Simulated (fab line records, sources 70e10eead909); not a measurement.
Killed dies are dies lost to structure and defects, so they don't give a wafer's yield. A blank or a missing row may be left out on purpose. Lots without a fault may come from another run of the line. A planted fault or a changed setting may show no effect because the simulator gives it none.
Which tool did it? | flow nand_harc | 6 lots, 18 wafers sampled, at 5 steps of a route of 1159

WHAT THE GAUGES READ, wafer by wafer
NHARC_END_SORT_01.
lot  | measured     | on        | killed_at_array
L464 | day 19 19:23 | prober-02 | 14 19 11
L471 | day 21 03:17 | prober-01 | 29 32 38
L474 | day 22 15:07 | prober-02 | 674 673 674
L479 | day 23 09:42 | prober-01 | 27 31 25
L486 | day 25 15:38 | prober-02 | 17 27 12

WHICH TOOL RAN EACH LOT (tool, then ch and the chambers of the sampled wafers, then the start)
lot  | NHARC_A_CONTACT_ETCH_88            | NHARC_A_CONTACT_ETCH_136             | NHARC_A_CONTACT_STRIP_26                      | NHARC_A_CONTACT_ALD_18
L464 | rie_diel-01 ch 1,3, day 17 11:09   | har_cap_etch-03 ch 0,1, day 17 12:32 | rie_diel-01 ch 2,3, day 17 14:32 or earlier   | ald_metal-04 ch 1,2,3, day 17 14:32
L471 | rie_diel-01 ch 2,3, day 18 23:54   | har_cap_etch-03 ch 0,1, day 19 01:09 | rie_diel-13 ch 1,2,3, day 19 03:08 or earlier | ald_metal-01 ch 1,2,3, day 19 03:08
L472 | rie_diel-01 ch 2,3, day 19 10:06   | har_cap_etch-03 ch 0, day 19 11:29   | rie_diel-04 ch 0,1,3, day 19 13:37 or earlier | ald_metal-02 ch 0,1,2, day 19 13:37
L474 | rie_diel-01 ch 1,2,3, day 20 09:16 | har_cap_etch-03 ch 0,1, day 20 10:32 | rie_diel-13 ch 1,2,3, day 20 12:43 or earlier | ald_metal-01 ch 0,1,3, day 20 12:43
L479 | rie_diel-01 ch 0,1, day 20 18:44   | har_cap_etch-03 ch 0,1, day 20 20:02 | rie_diel-04 ch 0,1,2, day 20 21:55 or earlier | ald_metal-02 ch 1,2, day 20 21:55
L486 | rie_diel-01 ch 0,2,3, day 23 04:13 | har_cap_etch-02 ch 0,1, day 23 05:28 | rie_diel-01 ch 1,2,3, day 23 07:24 or earlier | ald_metal-02 ch 0,1,2, day 23 07:24
- NHARC_A_CONTACT_ETCH_88: etches the open film in CF4, target depth 39 nm, time 65 s.
- NHARC_A_CONTACT_ETCH_136: etches the open film in C4F8/O2/Ar, time 132 s, target depth 1287 nm.
- NHARC_A_CONTACT_STRIP_26: strips in O2.
- NHARC_A_CONTACT_ALD_18: deposits TiN, target thk 3 nm, pulse time 1 s, ald cycles 150.

THE ANSWER, worked out from the rows above alone
Rule: what is usual is taken from the lots themselves. Put in order of their means at a reading, lots are off if they are a third of the lots or fewer, leave a main group of 4 or more, and stand apart from it by a gap of 3 or more times the standard deviation of the main group's means; of several such gaps the widest counts. A main group whose means are all the same, to the digits that the tables above print for the reading, isn't used. A lot without any number at a reading at which 4 lots or more have one is off too. The other lots that the step has rows for count as sound.
Off: L474, at NHARC_END_SORT_01 (killed_at_array). The main group: mean 24, standard deviation 7.2. Neither off nor sound, because the step has no rows for them: L472.
A tool fits if, at a process step before that reading, it ran every lot that is off, and no sound lot after the first of them. The gauges at NHARC_END_SORT_01 are tried like those tools. NHARC_A_CONTACT_STRIP_26 gives no start for some lots, so the hours and the order of its lots are those of NHARC_A_CONTACT_ALD_18. Can't be told from this: 2 tools fit, rie_diel-13 at NHARC_A_CONTACT_STRIP_26, ald_metal-01 at NHARC_A_CONTACT_ALD_18.

WHAT THE SIMULATOR HAD PUT IN
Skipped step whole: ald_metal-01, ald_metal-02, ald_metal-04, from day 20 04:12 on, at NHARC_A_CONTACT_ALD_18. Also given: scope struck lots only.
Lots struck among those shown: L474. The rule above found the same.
